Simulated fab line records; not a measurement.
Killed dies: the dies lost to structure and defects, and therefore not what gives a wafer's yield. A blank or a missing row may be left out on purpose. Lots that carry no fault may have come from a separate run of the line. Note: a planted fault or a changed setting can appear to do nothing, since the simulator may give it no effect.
Struck lot and sound lot, side by side    flow nandHarc    13 out of 1159 route steps
Sound: the wafers L363.1, L363.3, L363.4. Wafers L368.2, L368.4, L368.5 were the ones struck. The cause comes at the end.
Per side, at each step with rows, come the tool, then ch with its chambers, and then its first start. Under that, the readings that differ: sound wafers    struck wafers    difference of the means    sigmas: that difference in standard deviations of wafers without a fault.
alike: same words and numbers on both sides, and readings whose means sit less than 2 such deviations apart. not compared: any withheld reading, any reading some wafer has no value for, any bound like >300 that may hide the same value, and any number with overlapping values for which the record gives no deviation.
The two part at a step that has a row with sigmas, a row that says differs or no value, or rows on one side only. When numbers do not overlap yet have no deviation, they are printed without sigmas and do not part them. Lack of a reading on every wafer of one side parts them only where that side has two or more wafers.

NHARC_A_CONTACT_CVD_19: deposits W, target thk 300 nm, time 802 s.
  sound: cvdW-01 ch 0,1; struck: cvdW-02 ch 0,1
  alike: heaterPowerW, throttleValvePct
  not compared: sinceWetCleanH
NHARC_A_CONTACT_CMP_20: polishes, t overpolish 30 s, target thk 300 nm.
  sound on cmp-03 ch 0,2,3, day 18 13:19; struck on cmp-02 ch 0,2,3, day 19 13:42
  alike: motorCurrentA, overpolishRunS, timeToEndpointS
  not compared: padLifeWafers
following that, these wafers have no rows for 1 step: NHARC_A_CONTACT_SRD_22.
NHARC_A_CONTACT_INSPECT_23:
  sound on defectInspect-01 at day 18 13:44; struck on defectInspect-01 at day 19 14:05
reading         sound        struck       difference  sigmas
rawDefectCount  456 441 325  503 880 499  +220        +2
then, 7 steps without rows for these wafers: NHARC_A_BLC_DEHYDRATE_00 (time 120 s); NHARC_A_BLC_HMDS_01 (time 30 s); NHARC_A_BLC_COAT_02 (time 75 s); NHARC_A_BLC_COAT_03 (time 65 s); NHARC_A_BLC_COAT_04 (resist thk 90 nm); NHARC_A_BLC_SOFTBAKE_05 (time 55 s); NHARC_A_BLC_EBR_06.
NHARC_A_BLC_EXPOSE_07: exposes mask A BLC, target cd 100 nm.
  sound on arfiScanner-03 ch 0, day 18 14:06; struck on arfiScanner-01, day 19 14:27
  no value came back on the struck wafers for exposureDoseMJCm2, focusOffsetNm (nm), reticleTempC (C); on the sound wafers exposureDoseMJCm2 reads 67.9 67.8 67.8
  alike: mask
then, 1 step without rows for these wafers: NHARC_A_BLC_PEB_08 (peb time 65 s).

WHERE THEY PART
At NHARC_A_CONTACT_INSPECT_23 first; at NHARC_A_BLC_EXPOSE_07 last (within this record only).

WHY: what the simulator had put in
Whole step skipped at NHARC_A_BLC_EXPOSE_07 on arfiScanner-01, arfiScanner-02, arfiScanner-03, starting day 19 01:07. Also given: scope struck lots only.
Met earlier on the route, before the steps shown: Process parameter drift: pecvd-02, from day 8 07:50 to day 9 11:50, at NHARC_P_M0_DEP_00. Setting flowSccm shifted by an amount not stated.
